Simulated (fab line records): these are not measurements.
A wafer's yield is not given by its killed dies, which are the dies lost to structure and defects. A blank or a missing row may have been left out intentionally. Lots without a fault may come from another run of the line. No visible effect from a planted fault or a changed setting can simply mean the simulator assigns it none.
fab line records	flow nand_harc
record lots=13	wafers=38	last_day=33
route steps=1302 shown A_DECK1_JOINT@518 A_ONON_D2@548 END@1302
lots that met no fault: from a run of the same line without faults
start_h: the number of hours between the record's first day and the start of the first shown wafer of the lot	wait_h: time in hours since the lot's previous step	" same as the row above	L1.1+2: several wafers, shown together as one row	- no value present, or no start provided	* or withheld: withheld	< > ~ a bound
route shown NAME@n: NAME is a module with steps in the file, n the number in the route of the first one	usual: average and standard deviation across the fault-free wafers	same: alike in all rows	chamber/n: place in a boat	sites: readings site by site	_std_site: their standard deviation	_edge_site: outer sites' mean less inner sites'	radius_mm: how far each site lies from the wafer's centre	mask NAME#n: copy n	behind: tool/chamber where the wafer was last shaped	hold: why the lot went on hold/how many hours it stayed there/how the hold came to an end	device: names the non-switching transistor (n, p or np)	end of line: the route-end tests of the same wafers	a step given without rows: its recipe and nothing more	killed: not the wafer's yield, but the dies lost to structure and defects at the first sort	map: dies across one wafer; x = killed, . = not, _ = none there
set.NAME: setting as actually run; set.NAME@STEP: the setting as run at that earlier step	model.NAME: the simulator's own value behind a step, which no gauge read
one table for each step of the route and one row for each wafer, over a sample of lots
services: the hour from which a tool's chamber was out of use, counted from the record's first day as start_h (under 0 if before that day), plus the number of hours and why
## steps
# step NHARC_A_DECK1_JOINT_ETCHBACK_07
# recipe target_depth_a=1050	time_s=26.9	hbr_flow_sccm=150	rf_w=350	icp_w=350	bias_w=60	chemistry=HBr
# usual drypump_motor_current_A=5.8/0.48	oes_product_au=1.001/0.011	throttle_valve_pct=23.265/0.0082
# same time_s=26.9
lot.wafer	tool	chamber	start_h	wait_h	drypump_motor_current_A	oes_product_au	rf_hours_counter_h	throttle_valve_pct
L174.2	rie_si-05	2	243.37	0.1	5.5	1.011	0.7	23.257
L174.1	"	0	"	"	6.4	1.012	0.8	23.260
L174.5	"	2	"	"	5.5	0.997	-	23.269
L175.2	rie_si-05	0	250.15	0.1	6.4	1.004	0.8	23.265
L175.3	"	3	"	"	6.2	1.005	0.8	23.263
L175.5	"	0	"	"	6.4	1.005	-	23.265
L176.3	rie_si-05	3	264.47	0.1	6.2	1.006	0.9	23.278
L176.5	"	3	"	"	6.2	1.013	-	23.264
L176.6	"	0	"	"	6.4	1.014	-	23.271
L177.4	rie_si-05	3	271.17	0.1	6.2	1.003	0.9	23.249
L177.3	"	1	"	"	6.5	0.990	0.8	23.273
L177.5	"	3	"	"	6.2	0.997	-	23.259
L178.2	rie_si-04	3	290.60	0.1	5.3	1.013	0.7	23.264
L178.3	"	2	"	"	6.3	1.002	0.7	23.269
L178.5	"	0	"	"	5.2	1.014	-	23.263
L181.1	rie_si-04	1	313.74	0.1	6.2	1.011	0.8	23.278
L181.3	"	3	"	"	5.3	1.005	0.9	23.274
L181.2	"	0	"	"	5.2	1.022	0.8	23.266
L180.4	rie_si-01	1	313.77	0.1	5.7	1.004	0.8	23.258
L180.2	"	2	"	"	5.5	0.991	0.8	23.271
L180.6	"	3	"	"	5.1	1.031	-	23.269
L182.3	rie_si-05	3	317.84	0.1	6.2	1.009	0	23.269
L182.1	"	2	"	"	5.5	1.013	0	23.264
L182.6	"	3	"	"	6.2	1.016	-	23.264
L183.3	rie_si-05	2	326.15	0.1	5.4	1.005	0.1	23.273
L183.4	"	0	"	"	6.4	1.005	0.1	23.254
L183.5	"	3	"	"	6.2	1.010	-	23.280
L189.3	rie_si-01	2	380.03	0.1	5.4	1.001	0	23.267
L189.1	"	3	"	"	5.1	1.008	0	23.264
L189.2	"	1	"	"	5.7	1.010	0	23.259
L193.2	rie_si-05	0	421.77	0.1	6.4	0.997	0.7	23.268
L193.1	"	2	"	"	5.5	1.005	0.8	23.267
L193.5	"	1	"	"	6.5	0.986	-	23.265
L192.1	rie_si-01	0	421.81	0.1	5.6	0.987	0.3	23.267
L192.5	"	2	"	"	5.5	0.985	-	23.267
L197.1	rie_si-05	3	466.61	0.1	6.2	1.004	1.2	23.266
L197.3	"	2	"	"	5.4	1.011	1.1	23.274
L197.6	"	3	"	"	6.2	1.004	-	23.263
# step NHARC_A_DECK1_JOINT_CMP_13
# recipe target_thk_nm=51.023
# usual motor_current_A=12.2/1	time_to_endpoint_s=9.6/2.3
lot.wafer	tool	chamber	start_h	wait_h	motor_current_A	time_to_endpoint_s
L175.3	cmp-02	0	258.84	0.4	12.8	5.4
L175.2	"	2	"	"	12.3	10.5
L175.5	"	0	"	"	12.0	7.9
L174.2	cmp-03	0	258.87	0.4	13.1	10.7
L174.1	"	1	"	"	12.4	12.0
L174.5	"	2	"	"	12.4	11.5
L176.3	cmp-02	2	274.79	0.4	11.9	12.0
L176.6	"	0	"	"	13.8	3.4
L176.5	"	1	"	"	12.7	7.9
L177.4	cmp-04	1	281.27	0.4	11.9	8.3
L177.3	"	0	"	"	10.4	8.8
L177.5	"	1	"	"	12.2	8.9
L178.3	cmp-03	2	300.90	0.4	11.6	12.0
L178.2	"	3	"	"	10.5	12.2
L178.5	"	1	"	"	12.3	13.4
L181.2	cmp-03	2	323.90	0.4	12.5	9.5
L181.3	"	0	"	"	13.3	7.8
L181.1	"	1	"	"	11.7	9.0
L180.4	cmp-02	3	323.90	0.4	11.8	8.2
L180.2	"	0	"	"	12.3	8.6
L180.6	"	0	"	"	13.0	8.6
L182.3	cmp-02	0	327.98	0.4	12.5	5.3
L182.1	"	2	"	"	12.7	11.8
L182.6	"	0	"	"	12.1	6.9
L183.3	cmp-02	3	336.49	0.4	11.4	8.1
L183.4	"	1	"	"	12.8	7.8
L183.5	"	3	"	"	11.4	8.5
L189.1	cmp-03	3	390.52	0.5	10.8	14.2
L189.2	"	0	"	"	13.8	10.9
L189.3	"	1	"	"	11.6	10.4
L193.2	cmp-03	1	432.03	0.4	11.5	10.3
L193.1	"	0	"	"	13.2	11.4
L193.5	"	1	"	"	11.8	10.0
L192.1	cmp-04	2	432.11	0.4	14.1	6.8
L192.5	"	1	"	"	12.1	10.2
L197.1	cmp-02	2	476.83	0.4	13.1	10.3
L197.3	"	0	"	"	12.6	5.6
L197.6	"	2	"	"	13.0	10.1
# step NHARC_A_ONON_D2_THK_MEAS_05
# recipe thk_meas_gauge=ellipsometry
# usual thk_nm=1002/6.5
lot.wafer	tool	chamber	start_h	wait_h	thk_nm
L174.1	film_metro-02	-	284.03	-	1008
L174.2	"	-	"	"	1008
L174.5	"	-	"	"	1008
L175.2	film_metro-01	-	284.04	-	1001
L175.3	"	-	"	"	1002
L175.5	"	-	"	"	1003
L176.3	film_metro-01	-	298.84	-	1004
L176.5	"	-	"	"	1005
L176.6	"	-	"	"	1005
L177.3	film_metro-02	-	304.63	-	996
L177.4	"	-	"	"	998
L177.5	"	-	"	"	999
L178.2	film_metro-01	-	326.03	-	994
L178.3	"	-	"	"	995
L178.5	"	-	"	"	996
L181.1	film_metro-02	-	348.69	-	1004
L181.2	"	-	"	"	1004
L181.3	"	-	"	"	1004
L180.2	film_metro-01	-	348.72	-	999
L180.4	"	-	"	"	1000
L180.6	"	-	"	"	998
L182.1	film_metro-01	-	353.05	-	1014
L182.3	"	-	"	"	1014
L182.6	"	-	"	"	1012
L183.3	film_metro-01	-	365.05	-	1006
L183.4	"	-	"	"	1005
L183.5	"	-	"	"	1004
L189.1	film_metro-01	-	421.80	-	987
L189.2	"	-	"	"	986
L189.3	"	-	"	"	987
L192.1	film_metro-01	-	457.04	-	1003
L192.5	"	-	"	"	1004
L193.1	film_metro-01	-	457.24	-	1007
L193.2	"	-	"	"	1006
L193.5	"	-	"	"	1007
L197.1	film_metro-02	-	500.20	-	1009
L197.3	"	-	"	"	1011
L197.6	"	-	"	"	1007
# step NHARC_A_ONON_D2_DEP_09
# recipe target_thk_a=10000	n2_flow_sccm=2750	n2o_flow_sccm=2000	nh3_flow_sccm=500	sih4_flow_sccm=210	temp_c=400
# usual n2_flow_sccm=2750/8
lot.wafer	tool	chamber	start_h	wait_h	n2_flow_sccm
L174.1	pecvd_onon-03	0	284.65	0.1	2745
L174.2	"	0	"	"	2758
L174.5	"	0	"	"	2740
L175.2	pecvd_onon-01	0	284.72	0.1	2757
L175.3	"	0	"	"	2749
L175.5	"	0	"	"	2759
L176.3	pecvd_onon-03	0	299.59	0.2	2757
L176.5	"	0	"	"	2746
L176.6	"	0	"	"	2743
L177.3	pecvd_onon-03	0	305.37	0.2	2752
L177.4	"	0	"	"	2739
L177.5	"	0	"	"	2743
L178.2	pecvd_onon-03	0	326.71	0.1	2746
L178.3	"	0	"	"	2743
L178.5	"	0	"	"	2748
L181.1	pecvd_onon-02	0	349.31	0.1	2760
L181.2	"	0	"	"	2760
L181.3	"	0	"	"	2754
L180.2	pecvd_onon-03	0	349.40	0.1	2752
L180.4	"	0	"	"	2754
L180.6	"	0	"	"	2763
L182.1	pecvd_onon-03	0	353.67	0.1	2759
L182.3	"	0	"	"	2770
L182.6	"	0	"	"	2749
L183.3	pecvd_onon-01	0	365.79	0.2	2754
L183.4	"	0	"	"	2751
L183.5	"	0	"	"	2739
L189.1	pecvd_onon-02	0	422.42	0.1	2745
L189.2	"	0	"	"	2753
L189.3	"	0	"	"	2734
L192.1	pecvd_onon-03	0	457.66	0.1	2733
L192.5	"	0	"	"	2745
L193.1	pecvd_onon-02	0	457.86	0.1	2761
L193.2	"	0	"	"	2754
L193.5	"	0	"	"	2754
L197.1	pecvd_onon-01	0	500.82	0.1	2745
L197.3	"	0	"	"	2752
L197.6	"	0	"	"	2769
# step NHARC_A_ONON_D2_THK_MEAS_11
# recipe thk_meas_gauge=ellipsometry
# usual thk_nm=1002/12
lot.wafer	tool	chamber	start_h	wait_h	thk_nm
L174.1	film_metro-01	-	285.16	-	1017
L174.2	"	-	"	"	1017
L174.5	"	-	"	"	1018
L175.2	film_metro-02	-	285.18	-	1008
L175.3	"	-	"	"	1007
L175.5	"	-	"	"	1007
L176.3	film_metro-01	-	299.98	-	1004
L176.5	"	-	"	"	1006
L176.6	"	-	"	"	1004
L177.3	film_metro-01	-	305.77	-	1007
L177.4	"	-	"	"	1005
L177.5	"	-	"	"	1007
L178.2	film_metro-02	-	327.17	-	1005
L178.3	"	-	"	"	1004
L178.5	"	-	"	"	1004
L181.1	film_metro-01	-	349.82	-	1024
L181.2	"	-	"	"	1022
L181.3	"	-	"	"	1024
L180.2	film_metro-02	-	349.86	-	972
L180.4	"	-	"	"	975
L180.6	"	-	"	"	974
L182.1	film_metro-01	-	354.18	-	999
L182.3	"	-	"	"	998
L182.6	"	-	"	"	997
L183.3	film_metro-01	-	366.18	-	1004
L183.4	"	-	"	"	1002
L183.5	"	-	"	"	1004
L189.1	film_metro-01	-	422.94	-	983
L189.2	"	-	"	"	984
L189.3	"	-	"	"	982
L192.1	film_metro-01	-	458.17	-	1135
L192.5	"	-	"	"	1000
L193.1	film_metro-01	-	458.37	-	987
L193.2	"	-	"	"	988
L193.5	"	-	"	"	989
L197.1	film_metro-01	-	501.33	-	1008
L197.3	"	-	"	"	1007
L197.6	"	-	"	"	1008
# step NHARC_END_SORT_01
# recipe temp_c=25
# usual killed_at_array=53/19	killed_at_other=0.8/1.2	killed_at_periphery=3.7/2.3	killed_dies=57/19	killed_open=3.2/1.7	killed_short=2.6/1.8
# same gross_dies=677
lot.wafer	tool	chamber	start_h	wait_h	killed_at_array	killed_at_other	killed_at_periphery	killed_dies	killed_open	killed_short
L192.1	prober-01	0	761.56	2.5	674	0	3	677	3	3
L192.5	prober-01	0	764.75	3.7	53	0	3	56	2	3
# killed by level:class
L192.1 A_ONON_D2:area_dep=614 A_CHANNEL_HOLE_D1:chamber_film_flake=30 A_CHANNEL_HOLE_D2:chamber_film_flake=17 A_STAIRCASE:chamber_film_flake=3 P_M2:chamber_film_flake=2 P_CONTACT:geometric_particle:short=1 A_DECK1_JOINT:geometric_particle:short=1 A_ONON_D2:geometric_particle:short=1
L192.5 A_CHANNEL_HOLE_D2:chamber_film_flake=23 A_CHANNEL_HOLE_D1:chamber_film_flake=17 P_M2:chamber_film_flake=2 A_CONTACT:chamber_film_flake=2 A_STAIRCASE:chamber_film_flake=2 A_ONON_D1:geometric_particle:short=1 A_DECK1_JOINT:geometric_particle:open=1 A_WL_FILL:geometric_particle:short=1
## services
tool	chamber	start_h	hours	kind
pecvd_onon-03	-	227.19	13.0	pm
cmp-02	-	232.64	4.0	pm
cmp-03	-	254.11	0.8	repair
cmp-03	-	263.57	4.0	pm
pecvd_onon-01	-	269.35	13.0	pm
rie_si-05	3	272.36	9.3	repair
cmp-03	-	275.97	0.8	repair
cmp-02	-	302.85	4.0	repair
cmp-03	-	304.04	6.1	repair
rie_si-05	-	305.00	9.0	pm
cmp-02	-	330.64	4.0	pm
cmp-02	-	353.72	6.2	repair
cmp-03	-	354.93	3.0	repair
cmp-03	-	361.57	4.0	pm
pecvd_onon-02	-	366.00	13.0	pm
cmp-03	-	366.37	6.1	repair
cmp-03	-	373.87	4.5	repair
pecvd_onon-03	-	408.19	13.0	pm
cmp-02	-	413.93	0.8	repair
cmp-02	-	428.64	4.0	pm
pecvd_onon-01	-	450.58	13.0	pm
cmp-03	-	459.57	4.0	pm
cmp-03	-	470.79	27.3	repair
rie_si-05	-	482.00	9.0	pm
## key
first_sign step=NHARC_A_ONON_D2_THK_MEAS_11	reading=thk_nm	direction=up	sigmas=11	usual=1002	struck=1135
effect step=NHARC_END_SORT_01	reading=killed_dies	direction=up	sigmas=32	usual=57	struck=677
more_kills_born_at NHARC_A_ONON_D2_DEP_09@pecvd_onon-03=614
met_at NHARC_A_ONON_D2_DEP_09
struck_lots L192
struck_wafers L192.1
later_rows_left_out L192.1
tester_left_out L192
not_acting_at NHARC_A_DECK1_JOINT_ETCHBACK_07,NHARC_A_DECK1_JOINT_CMP_13,NHARC_A_ONON_D2_THK_MEAS_05
onset_between 353.67 457.66
fault kind=process_parameter_drift	tool=pecvd_onon-03	chamber=-	onset_h=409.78	steps=NHARC_A_ONON_D2_DEP_09	channel=target_thk_a	offset=*	shape=step	end_h=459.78	scope=struck_wafers_only	acts_in=*	stated=*
# tester_left_out: of these lots the tester's yield and bins aren't shown, on N5 and GAA mostly nor the transistor test; their killed dies are dies lost to structure and defects alone, not to doping, threshold or leakage, so they don't give the yield
# later_rows_left_out: the simulator's readings of these wafers behind a module that went badly wrong aren't trusted and aren't shown, but for the sort
